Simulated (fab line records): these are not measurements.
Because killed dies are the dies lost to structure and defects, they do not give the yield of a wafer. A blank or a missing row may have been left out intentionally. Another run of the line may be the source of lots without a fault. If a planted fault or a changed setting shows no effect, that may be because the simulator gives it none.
Comparing a struck lot with a sound one || flow n5Finfet || 18 out of 1938 route steps
Sound: the wafers L338.1, L338.3, L338.5. Struck: wafer L347.4. (L347.1, L347.5 of the same lot were not struck and are left out.) The cause comes at the end.
Per side, at each step with rows, come the tool, then ch with its chambers, and then its first start. Under that, the readings that differ: sound wafers || struck wafers || difference of the means || sigmas: that difference in standard deviations of wafers without a fault.
alike: same words and numbers on both sides, and readings whose means sit less than 2 such deviations apart. not compared: any withheld reading, any reading some wafer has no value for, any bound like >300 that may hide the same value, and any number with overlapping values for which the record gives no deviation.
The two part at a step that has a row with sigmas, a row that says differs or no value, or rows on one side only. When numbers do not overlap yet have no deviation, they are printed without sigmas and do not part them. Lack of a reading on every wafer of one side parts them only where that side has two or more wafers.

first, 7 steps without rows for these wafers: N5_BEOL_M8_COAT_60 (time 60 s, resist thk 35 nm); N5_BEOL_M8_COAT_05 (resist thk 90 nm); N5_BEOL_M8_EBR_07; N5_BEOL_M8_SOFTBAKE_06 (time 60 s); N5_BEOL_M8_EXPOSE_08 (exposes mask M8); N5_BEOL_M8_PEB_09 (peb time 60 s); N5_BEOL_M8_DEVELOP_10 (develop time 30 s).
N5_BEOL_M8_CD_MEAS_11: the cd target is 38.5 nm.
  sound on cdSem-03 ch 0, day 9 06:06; struck on cdSem-02 ch 0, day 11 21:15
  alike: cdNm
N5_BEOL_M8_OVL_MEAS_12:
  sound on overlay-01 ch 0, day 9 06:08; struck on overlay-02 ch 0, day 11 21:17
  alike: M8_OVL
N5_BEOL_M8_INSPECT_13: inspects for defects (brightfield).
  sound on defectInspect-01 at day 9 06:10; struck on defectInspect-02 at day 11 21:19
  alike: rawDefectCount
N5_BEOL_M8_DESCUM_16: chemistry O2, time 7.9 s.
  sound on rieDiel-01 ch 0,1,2, day 9 06:11; struck on rieDiel-01 ch 1, day 11 21:20
{"reading": "rfVppV (V)", "sound": "244.1 241.3 242.0", "struck": 245.4, "difference": "+2.9", "sigmas": "+2"}
  alike: drypumpMotorCurrentA, oesProductAu, showerheadPlenumPTorr, throttleValvePct
  not compared: rfHoursCounterH
N5_BEOL_M8_ETCH_61: etches SiARC in CF4, target depth 45.5 nm, time 75.8 s.
  sound on rieDiel-01 ch 0,1,2, day 9 06:14; struck on rieDiel-01 ch 1, day 11 21:23
  alike: cf4FlowSccm, drypumpMotorCurrentA, etchRfOnTimeS, mfcArSccm, oesProductAu, rfVppV, showerheadPlenumPTorr, throttleValvePct
  not compared: rfHoursCounterH
N5_BEOL_M8_ETCH_62: etches SOC in N2/H2, target depth 110 nm, overetch 22 nm, time 165 s.
  sound on rieDiel-01 ch 0,1,2, day 9 06:17; struck on rieDiel-01 ch 1, day 11 21:26
  alike: drypumpMotorCurrentA, oesProductAu, rfVppV, showerheadPlenumPTorr, throttleValvePct
  not compared: rfHoursCounterH
then, 1 step without rows for these wafers: N5_BEOL_M8_STRIP_68 (strips in N2/H2).
N5_BEOL_M8_STRIP_67: strips in CF4.
  sound on rieDiel-01 ch 0,1,2, day 9 06:26; struck on rieDiel-01 ch 1, day 11 21:35
  alike: cf4FlowSccm, drypumpMotorCurrentA, oesProductAu, rfVppV, showerheadPlenumPTorr, throttleValvePct
  not compared: rfHoursCounterH
N5_BEOL_M8_HM_OPEN_17: chemistry Cl2/BCl3, target TiN, target depth 20 nm, overetch 6 nm.
  sound on rieMetal-01 ch 0,1, day 9 06:28; struck on rieMetal-03 ch 0, day 11 21:37
{"reading": "model.etch.depthNm (nm)", "sound": "20.06 20.11 20.07", "struck": 19.1, "difference": -1.0, "sigmas": ""}
  alike: bcl3FlowSccm, drypumpMotorCurrentA, mfcArSccm, oesProductAu, throttleValvePct
  not compared: rfHoursCounterH
N5_BEOL_M8_STRIP_19: strips in O2.
  sound on rieDiel-01 ch 1,2, day 9 06:35; struck on rieDiel-01 ch 0, day 11 21:45
  alike: drypumpMotorCurrentA, oesProductAu, rfVppV, showerheadPlenumPTorr, throttleValvePct
  not compared: rfHoursCounterH
then, 1 step without rows for these wafers: N5_PASSIVATION_PROBE_49.

WHERE THEY PART
N5_BEOL_M8_DESCUM_16 only, going by this record. Later steps at which nothing parts them and some readings are alike: N5_BEOL_M8_ETCH_61, N5_BEOL_M8_ETCH_62, N5_BEOL_M8_STRIP_67, N5_BEOL_M8_HM_OPEN_17, N5_BEOL_M8_STRIP_19.

WHY: the cause the simulator had injected
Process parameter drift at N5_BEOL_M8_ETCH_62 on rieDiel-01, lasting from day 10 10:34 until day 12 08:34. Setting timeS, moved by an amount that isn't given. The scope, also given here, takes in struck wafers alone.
